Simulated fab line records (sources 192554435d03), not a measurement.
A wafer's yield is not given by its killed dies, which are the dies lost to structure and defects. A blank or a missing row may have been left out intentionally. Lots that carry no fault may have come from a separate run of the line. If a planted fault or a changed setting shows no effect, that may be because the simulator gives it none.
A struck lot beside a sound one ; flow n5 finfet ; 22 out of 1938 route steps
Sound: the wafers L347.1, L347.4, L347.5. Wafers struck: L339.2, L339.4, L339.5. Last of all comes the cause.
Each step with rows lists, per side, the tool, then ch with its chambers, then its first start. Under that, the readings that differ: sound wafers ; struck wafers ; difference of the means ; sigmas: that difference in standard deviations of wafers without a fault.
alike: a reading whose means differ by less than 2 such deviations, as well as words and numbers matching on both sides. not compared: withheld readings; readings where some wafer has no value; bounds like >300 that might hide an equal value; numbers whose values overlap and for which the record gives no deviation.
The two part at a step that has a row with sigmas, a row that says differs or no value, or rows on one side only. When numbers do not overlap yet have no deviation, they are printed without sigmas and do not part them. A reading that every wafer of one side lacks parts them only if that side has two wafers or more.

first, 8 steps without rows for these wafers: N5_BEOL_M11_CVD_75 (deposits Co from CCTBA/H2, target thk 2 nm, time 138.9 s); N5_BEOL_M11_SPUTTER_48 (material Cu, target thk 12 nm, time 2 s); N5_BEOL_M11_ECD_50 (material Cu, target thk 318 nm); N5_BEOL_M11_ANNEAL_51 (time 90 s); N5_BEOL_M11_CMP_52 (polishes, stops on SiCOH lowk, t overpolish 7 s, target thk 140 nm); N5_BEOL_M11_PRE_CLEAN_55 (time 15 s); N5_BEOL_M11_DEP_56 (deposits SiCN from 3MS/NH3, target thk 30 nm, time 10.5 s); N5_BEOL_M12_ILD_DEP_00 (deposits SiOC from DEMS/O2, target thk 658.92 nm, time 130.7 s).
N5_BEOL_M12_COAT_58: time 60 s, resist thk 89 nm.
  sound on litho track-01 ch 0, day 15 22:30; struck on litho track-04 ch 0, day 14 07:32
reading;sound;struck;difference;sigmas
spin speed rpm (rpm);1499.2 1498.1 1499.6;1560.3 1559.9 1560.3;+61.2;+64
model.BARC_of_BEOL_M12_COAT_58.thk nm (nm);89.2 89.6 89.4;87.8 87.2 87.2;-2.0;
  alike: chill plate temp C, heater power total W
then, 8 steps without rows for these wafers: N5_BEOL_M12_COAT_04 (resist thk 400 nm); N5_BEOL_M12_EBR_06; N5_BEOL_M12_SOFTBAKE_05 (time 60 s); N5_BEOL_M12_EXPOSE_07 (exposes mask V11); N5_BEOL_M12_PEB_08 (peb time 90 s); N5_BEOL_M12_DEVELOP_09 (develop time 45 s); N5_BEOL_M12_HARDBAKE_14 (time 120 s); N5_BEOL_M12_DESCUM_15 (chemistry O2, time 7.9 s).
N5_BEOL_M12_ETCH_59: etches BARC in N2/H2, target depth 89 nm, overetch 26.7 nm, time 67.9 s.
  sound on rie diel-04 ch 1,3, day 15 23:01; struck on rie diel-05 ch 0,3, day 14 07:55
reading;sound;struck;difference;sigmas
model.etch.depth nm (nm);89.18 89.5 89.38;87.71 87.11 87.22;-2.01;
  alike: drypump motor current A, oes product au, rf vpp V, showerhead plenum p Torr, throttle valve pct
  not compared: rf hours counter h
then, 2 steps without rows for these wafers: N5_BEOL_M12_VIA_ETCH_16 (etches SiOC in C4F8/O2/Ar, target depth 724.8 nm); N5_BEOL_M12_STRIP_63 (strips in N2/H2).
N5_BEOL_M12_STRIP_64: strips in N2/H2.
  sound on plasma asher-02 ch 0,1, day 15 23:20; struck on plasma asher-01 ch 0, day 14 08:14
reading;sound;struck;difference;sigmas
strip time to endpoint s (s);31.36 31.45 31.42;30.94 30.78 30.79;-0.57;-7
  alike: drypump motor current A, heater power w, oes product au, temp c
  not compared: rf hours counter h
then, 1 step without rows for these wafers: N5_BEOL_M12_STRIP_71 (strips in post etch residue remover, time 60 s).

== WHERE THEY PART ==
Last at N5_BEOL_M12_STRIP_64 as far as this record goes, first at N5_BEOL_M12_COAT_58.

WHY: whatever the simulator had introduced
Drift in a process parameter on litho track-04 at N5_BEOL_M12_COAT_58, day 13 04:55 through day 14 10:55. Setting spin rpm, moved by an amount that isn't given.
